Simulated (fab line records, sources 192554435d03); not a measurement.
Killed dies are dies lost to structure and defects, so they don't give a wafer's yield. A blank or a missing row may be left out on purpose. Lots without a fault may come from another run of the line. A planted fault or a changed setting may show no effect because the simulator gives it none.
A struck lot beside a sound one | flow n5_finfet | 15 steps out of a route of 1938
Sound: wafers L950.1, L950.4, L950.5. Struck: wafers L962.2, L962.4, L962.6. The cause comes at the end.
At each step with rows: each side's tool, then ch and its chambers, then its first start. Under that, the readings that differ: sound wafers | struck wafers | difference of the means | sigmas: that difference in standard deviations of wafers without a fault.
alike: readings whose means differ by less than 2 such deviations, and words and numbers that are the same on both sides. not compared: withheld readings, readings that some wafer has no value for, bounds like >300 that may hide the same value, and numbers for which the record gives no deviation and whose values overlap.
The two part at a step that has a row with sigmas, a row that says differs or no value, or rows on one side only. Numbers that don't overlap but have no deviation are shown without sigmas and don't part them. A reading that every wafer of one side lacks parts them only if that side has two wafers or more.

first, 1 step without rows for these wafers: N5_BEOL_M5_DESCUM_16 (chemistry O2, time 7 s).
N5_BEOL_M5_ETCH_72: etches underlayer in N2/H2, target depth 6.5 nm, time 5.2 s.
  sound on rie_diel-02 ch 1,3, day 8 22:34; struck on rie_diel-04 ch 0,2, day 11 18:46
  reading                         | sound             | struck            | difference | sigmas
  rf_vpp_V (V)                    | 526.4 528.4 527.0 | 521.4 521.1 521.1 | -6.1       | -2
  showerhead_plenum_p_Torr (Torr) | 2.68 2.71 2.68    | 2.44 2.49 2.44    | -0.23      | -2
  alike: chamber_pressure_mTorr, drypump_motor_current_A, etch_rf_on_time_s, oes_product_au, throttle_valve_pct
  not compared: rf_hours_counter_h
N5_BEOL_M5_ETCH_61: etches SiARC in CF4, target depth 15.6 nm, time 26 s.
  sound on rie_diel-02 ch 1,3, day 8 22:35; struck on rie_diel-04 ch 0,2, day 11 18:47
  reading                         | sound             | struck            | difference | sigmas
  rf_vpp_V (V)                    | 185.7 184.6 186.0 | 182.7 183.7 182.2 | -2.6       | -2
  showerhead_plenum_p_Torr (Torr) | 2.27 2.26 2.27    | 2.06 2.08 2.06    | -0.20      | -2
  alike: chamber_pressure_mTorr, drypump_motor_current_A, etch_rf_on_time_s, oes_product_au, throttle_valve_pct
  not compared: rf_hours_counter_h
N5_BEOL_M5_ETCH_62: etches SOC in N2/H2, target depth 75 nm, overetch 15 nm, time 112.5 s.
  sound on rie_diel-02 ch 1,3, day 8 22:37; struck on rie_diel-04 ch 0,2, day 11 18:49
  reading                         | sound             | struck            | difference | sigmas
  rf_vpp_V (V)                    | 528.7 527.5 528.8 | 522.5 521.4 519.5 | -7.2       | -3
  showerhead_plenum_p_Torr (Torr) | 2.68 2.71 2.68    | 2.44 2.48 2.44    | -0.24      | -2
  alike: chamber_pressure_mTorr, drypump_motor_current_A, oes_product_au, throttle_valve_pct
  not compared: rf_hours_counter_h
then, 2 steps without rows for these wafers: N5_BEOL_M5_STRIP_63 (strips in N2/H2); N5_BEOL_M5_STRIP_73 (strips in N2/H2).
N5_BEOL_M5_STRIP_64: strips in CF4.
  sound on rie_diel-02 ch 1,3, day 8 22:44; struck on rie_diel-04 ch 0,2, day 11 18:56
  reading                         | sound             | struck            | difference | sigmas
  rf_vpp_V (V)                    | 272.8 273.3 274.6 | 269.6 271.6 270.3 | -3.1       | -2
  showerhead_plenum_p_Torr (Torr) | 1.91 1.90 1.91    | 1.73 1.75 1.73    | -0.17      | -3
  alike: chamber_pressure_mTorr, drypump_motor_current_A, oes_product_au, throttle_valve_pct
  not compared: rf_hours_counter_h
then, 1 step without rows for these wafers: N5_BEOL_M5_HM_OPEN_17 (chemistry Cl2/BCl3, target TiN, target depth 20 nm, overetch 6 nm).
N5_BEOL_M5_STRIP_19: strips in O2.
  sound on rie_diel-04 ch 0,3, day 8 22:53; struck on rie_diel-02 ch 0,2, day 11 19:05
  reading               | sound          | struck         | difference | sigmas
  oes_product_au (a.u.) | 0.90 0.92 0.89 | 0.74 0.74 0.77 | -0.15      | -3
  alike: chamber_pressure_mTorr, drypump_motor_current_A, o2_flow_sccm, rf_vpp_V, showerhead_plenum_p_Torr, throttle_valve_pct
  not compared: rf_hours_counter_h
N5_BEOL_M5_CD_MEAS_18: pitch 56 nm, target cd 28 nm.
  sound on cd_sem-02, day 8 22:57; struck on cd_sem-03, day 11 19:10
  alike: cd_nm
then, 2 steps without rows for these wafers: N5_BEOL_M5_COAT_65 (time 60 s, resist thk 60 nm); N5_BEOL_M5_COAT_66 (time 60 s, resist thk 12 nm).
N5_BEOL_M5_COAT_74: time 60 s, resist thk 5 nm.
  sound on litho_track-02 ch 0, day 8 23:00; struck on litho_track-02 ch 0, day 11 19:51
  reading                  | sound                | struck               | difference | sigmas
  heater_power_total_W (W) | 394.0 393.0 390.3    | 423.7 421.9 423.9    | +30.7      | +24
  plate_temp_C (C)         | 204.89 205.04 204.95 | 217.77 217.67 217.78 | +12.78     | +80
then, 1 step without rows for these wafers: N5_BEOL_M5_COAT_22 (resist thk 30 nm).
-- the record jumps here: 4 days lie between the struck wafers' starts before and after (it left off in module BEOL_M5 and takes up again in module PASSIVATION, whose first step shown is number 1936 of the route) --
N5_PASSIVATION_PROBE_49:
  sound on prober-02, day 12 19:43; struck on prober-02, day 15 19:37
  reading         | sound  | struck | difference | sigmas
  killed_at_other | 6 6 10 | 0 3 2  | -6         | -2
  alike: defect_limited_yield, killed_at_M0_to_M3, killed_at_M4_up, killed_at_contacts, killed_at_front_end, killed_dies, killed_open, killed_short, sort_bin_5_function, sort_bin_6_memory, sort_n_pass, sort_yield_pct

WHERE THEY PART
First at N5_BEOL_M5_ETCH_72; last, within this record, at N5_PASSIVATION_PROBE_49.

WHY: what the simulator had put in
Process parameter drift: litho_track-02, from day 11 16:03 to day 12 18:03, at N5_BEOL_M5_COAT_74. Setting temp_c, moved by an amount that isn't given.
